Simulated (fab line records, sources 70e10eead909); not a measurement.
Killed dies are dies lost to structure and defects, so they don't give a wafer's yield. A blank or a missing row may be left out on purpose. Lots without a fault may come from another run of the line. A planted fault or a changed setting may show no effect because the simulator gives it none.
A struck lot beside a sound one | flow nand_harc | 14 steps out of a route of 1302
Sound: wafers L522.1, L522.2, L522.3. Struck: wafers L530.3, L530.4, L530.5. The cause comes at the end.
At each step with rows: each side's tool, then ch and its chambers, then its first start. Under that, the readings that differ: sound wafers | struck wafers | difference of the means | sigmas: that difference in standard deviations of wafers without a fault.
alike: readings whose means differ by less than 2 such deviations, and words and numbers that are the same on both sides. not compared: withheld readings, readings that some wafer has no value for, bounds like >300 that may hide the same value, and numbers for which the record gives no deviation and whose values overlap.
The two part at a step that has a row with sigmas, a row that says differs or no value, or rows on one side only. Numbers that don't overlap but have no deviation are shown without sigmas and don't part them. A reading that every wafer of one side lacks parts them only if that side has two wafers or more.

first, 2 steps without rows for these wafers: NHARC_P_M2_PRE_CLEAN_30 (time 30 s); NHARC_P_M2_PVD_20 (deposits TaN, target thk 5 nm, time 8.06 s).
NHARC_P_M2_PVD_21: deposits Cu, target thk 30 nm, time 20.49 s.
  sound on pvd_sputter-02; struck on pvd_sputter-03
  alike: substrate_temp_c, throttle_valve_pct
then, 1 step without rows for these wafers: NHARC_P_M2_ECD_22 (material Cu, target thk 400 nm).
NHARC_P_M2_ANNEAL_31: time 90 s.
  sound on rtp_anneal-01 ch 0, day 11 04:36; struck on rtp_anneal-01 ch 0, day 13 22:58
  alike: anneal_temp_c, wafer_temp_C_max
NHARC_P_M2_CMP_23: polishes, t overpolish 20 s, target thk 144.3 nm.
  sound on cmp-01 ch 0,1,2, day 11 04:57; struck on cmp-03 ch 0,1,2, day 13 23:16
  alike: motor_current_A, slurry_flow_ml_min, time_to_endpoint_s
NHARC_P_M2_THK_MEAS_24: measures by xrf.
  sound on film_metro-02, day 11 05:16; struck on film_metro-01, day 13 23:32
  alike: thk_nm
then, 1 step without rows for these wafers: NHARC_P_M2_SRD_25.
NHARC_P_M2_INSPECT_27:
  sound on defect_inspect-01, day 11 05:25; struck on defect_inspect-02, day 13 23:41
  alike: raw_defect_count
then, 1 step without rows for these wafers: NHARC_P_M2_PRE_CLEAN_32 (time 12 s).
NHARC_P_M2_DEP_33: deposits SiCN, target thk 30 nm.
  sound on pecvd-02 ch 0,1,2, day 11 05:34; struck on pecvd-04 ch 0,1, day 13 23:50
  alike: heater_power_w
  not compared: since_wet_clean_h
NHARC_P_BONDPAD_DEP_00: deposits SiCN, target thk 250 nm.
  sound on pecvd-01 ch 0,1,2, day 11 05:59; struck on pecvd-04 ch 0,1,2, day 14 00:53
  reading               | sound       | struck | difference                    | sigmas
  since_wet_clean_h (h) | 103 103 103 | - - -  | no value on the struck wafers |
  alike: heater_power_w
NHARC_P_BONDPAD_CMP_32: polishes SiCN, target thk 200 nm.
  sound on cmp-01 ch 0,2,3, day 11 06:25; struck on cmp-01 ch 1,3, day 14 01:17
  alike: motor_current_A, slurry_flow_ml_min
-- the record jumps here: 18 days lie between the struck wafers' starts before and after (it left off in module P_BONDPAD and takes up again in module END, whose first step shown is number 1302 of the route) --
NHARC_END_SORT_01:
  sound on prober-02 ch 0, day 28 21:48; struck on prober-01 ch 0, day 31 22:56
  alike: defect_limited_yield, killed_at_array, killed_at_other, killed_at_periphery, killed_dies, killed_open, killed_short, sort_bin_2_pct, sort_bin_3_pct, sort_bin_4_pct, sort_n_pass, sort_rim_yield_pct, sort_yield_pct

WHERE THEY PART
Only at NHARC_P_BONDPAD_DEP_00, within this record. Later steps at which nothing parts them and some readings are alike: NHARC_P_BONDPAD_CMP_32, NHARC_END_SORT_01.

WHY: what the simulator had put in
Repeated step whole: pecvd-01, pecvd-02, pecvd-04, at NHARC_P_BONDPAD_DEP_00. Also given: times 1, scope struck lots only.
